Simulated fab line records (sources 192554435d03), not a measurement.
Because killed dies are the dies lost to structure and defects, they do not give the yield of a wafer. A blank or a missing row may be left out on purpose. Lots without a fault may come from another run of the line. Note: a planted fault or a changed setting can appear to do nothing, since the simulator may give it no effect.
One fault through the eyes of 2 desks | flow n5-finfet | every desk sees just its own numbers, and what lay behind them comes last

## THE TOOL OWNER'S DESK: rie-diel-01
The tool's own readings at N5_BEOL_M0_CUTY_ETCH_63 (etches SOC in N2/H2, target depth 82.7 nm, overetch 16.5 nm, time 124 s): means of the sampled wafers that have a number, for each lot that ran on this tool. If a lot's mean is further than 4 standard deviations from the usual mean, the lot is out of limits and carries the mark OUT (the distance appears in the brackets).
Columns: A = drypump-motor-current-A at N5_BEOL_M0_CUTY_ETCH_63, usual 5.5 A; B = oes-product-au at N5_BEOL_M0_CUTY_ETCH_63, usual 0.68 a.u.; C = rf-fwd-power-W at N5_BEOL_M0_CUTY_ETCH_63, usual 837.0 W; D = rf-vpp-V at N5_BEOL_M0_CUTY_ETCH_63, usual 524.1 V; E = showerhead-plenum-p-Torr at N5_BEOL_M0_CUTY_ETCH_63, usual 2.54 Torr; F = throttle-valve-pct at N5_BEOL_M0_CUTY_ETCH_63, usual 17.71 %
lot  | first seen here | A   | B    | C                | D               | E    | F
L588 | day 5 20:26     | 5.4 | 0.65 | 839.1            | 524.5           | 2.54 | 17.78
L595 | day 7 11:18     | 5.3 | 0.76 | 839.1            | 523.0           | 2.52 | 17.58
L605 | day 10 00:31    | 5.3 | 0.73 | 1040.0 (+70) OUT | 488.5 (-13) OUT | 2.57 | 17.62
L606 | day 10 04:59    | 5.3 | 0.72 | 1040.6 (+70) OUT | 488.2 (-13) OUT | 2.55 | 17.60
Finding of this desk: L605, L606 out of limits; the first was L605 at day 10 00:31, on rf-fwd-power-W at N5_BEOL_M0_CUTY_ETCH_63. L588, L595: within limits.

## THE METROLOGY DESK
What the gauges read for every lot (on any tool): the sampled wafers with a number, averaged. If a lot's mean is further than 4 standard deviations from the usual mean, the lot is out of limits and carries the mark OUT (the distance appears in the brackets). 7 of its 11 readings are shown, namely those furthest out on some lot.
Columns: A = cd-nm at N5_BEOL_M0_SAQP_CD_MEAS_40, usual 29.95 nm; B = IOFF_N at N5_BEOL_M4_RC_MEAS_101, usual 0.17 nA/um; C = IOFF_P at N5_BEOL_M4_RC_MEAS_101, usual 0.21 nA/um; D = ION_P at N5_BEOL_M4_RC_MEAS_101, usual 462 uA/um; E = SS_P at N5_BEOL_M4_RC_MEAS_101, usual 73.4 mV/dec; F = VT_N at N5_BEOL_M4_RC_MEAS_101, usual 249 mV; G = VT_P at N5_BEOL_M4_RC_MEAS_101, usual -251 mV
lot  | first seen here | A     | B    | C    | D   | E    | F   | G
L588 | day 5 18:55     | 30.11 | 0.19 | 0.24 | 464 | 74.3 | 246 | -250
L589 | day 6 02:08     | 29.81 | 0.18 | 0.23 | 460 | 74.1 | 247 | -250
L591 | day 6 08:38     | 30.34 | 0.15 | 0.21 | 468 | 73.0 | 251 | -250
L594 | day 7 04:35     | 29.98 | 0.17 | 0.20 | 457 | 73.5 | 250 | -252
L595 | day 7 09:50     | 30.01 | 0.15 | 0.19 | 466 | 72.9 | 249 | -250
L596 | day 7 16:00     | 29.98 | 0.13 | 0.16 | 456 | 72.6 | 254 | -256
L597 | day 7 21:24     | 30.14 | 0.17 | 0.20 | 465 | 73.6 | 249 | -253
L598 | day 8 05:15     | 30.03 | 0.17 | 0.25 | 473 | 72.9 | 247 | -246
L605 | day 9 22:49     | 30.04 | 0.18 | 0.22 | 468 | 73.4 | 247 | -250
L606 | day 10 02:31    | 29.71 | 0.14 | 0.17 | 458 | 73.2 | 251 | -253
Finding of this desk: none of the 10 lots has anything out of limits.

## ALL TOGETHER
The tool owner's desk had the chance to raise an alarm at day 10 00:31 on L605, L606.
Metrology desk: nothing out of limits seen.
The metrology desk has L605, L606 on record, within its limits.
Every lot named ran N5_BEOL_M0_CUTY_ETCH_63 on rie-diel-01.

## WHAT WAS PUT IN BY THE SIMULATOR
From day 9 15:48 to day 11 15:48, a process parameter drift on rie-diel-01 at N5_BEOL_M0_CUTY_ETCH_63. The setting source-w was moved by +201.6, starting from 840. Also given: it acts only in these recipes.
Shown lots that were struck: L605, L606.
How many hours passed from the start of the fault until each desk's first out-of-limits reading: the tool owner's desk, 9.
